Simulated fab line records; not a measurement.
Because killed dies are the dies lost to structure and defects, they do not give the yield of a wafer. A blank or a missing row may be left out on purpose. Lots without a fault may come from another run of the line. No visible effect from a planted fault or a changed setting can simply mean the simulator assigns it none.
Chamber matching	flow n5_finfet	4 sister chambers for N5_BEOL_M9_DESCUM_16 on rie_diel-03
The step chemistry O2, time 7.9 s. 8 wafers are shown with their chamber, then 11 later ones without.

== WAFERS, EACH WITH ITS CHAMBER ==
wafer	chamber	showerhead_plenum_p_Torr (Torr)	drypump_motor_current_A (A)
L083.3	1	2.08	5.6
L086.3	2	2.16	5.2
L086.5	0	1.93	5.7
L089.1	0	1.93	5.7
L091.1	3	1.98	5.7
L091.3	2	2.16	5.2
L091.4	1	2.07	5.6
L090.2	3	1.98	5.6

== WAFERS MISSING THEIR CHAMBER ==
wafer	showerhead_plenum_p_Torr (Torr)	drypump_motor_current_A (A)
L090.3	1.93	5.7
L090.6	1.93	5.7
L093.1	1.93	5.7
L093.3	2.15	5.2
L093.6	2.15	5.2
L094.2	1.98	5.7
L094.3	2.15	5.2
L094.6	1.93	5.7
L096.1	2.15	5.2
L096.3	1.98	5.7
L096.4	1.92	5.7

== WHICH CHAMBER EACH WENT THROUGH ==
wafer	from the rows above	in truth
L090.3	0	0
L090.6	0	0
L093.1	0	0
L093.3	2	2
L093.6	2	2
L094.2	3	3
L094.3	2	2
L094.6	0	0
L096.1	2	2
L096.3	3	3
L096.4	0	0
Placed correctly: 11 of 11. Number that these rows cannot place: 0. Wrongly placed: 0.
How it was worked out, from the rows above alone: a wafer's distance from a chamber is the root of the sum, over the readings, of the square of ((its reading less the chamber's mean) divided by the reading's scatter). If the next closest chamber is less than 2 further off than the closest, the wafer can't be placed; otherwise it belongs to the closest. Each chamber's mean is taken over the wafers shown for it. How the scatter is found: for the shown wafers, subtract from each reading the mean of its chamber, square and add these, divide the total by (wafers less chambers), then take the root.
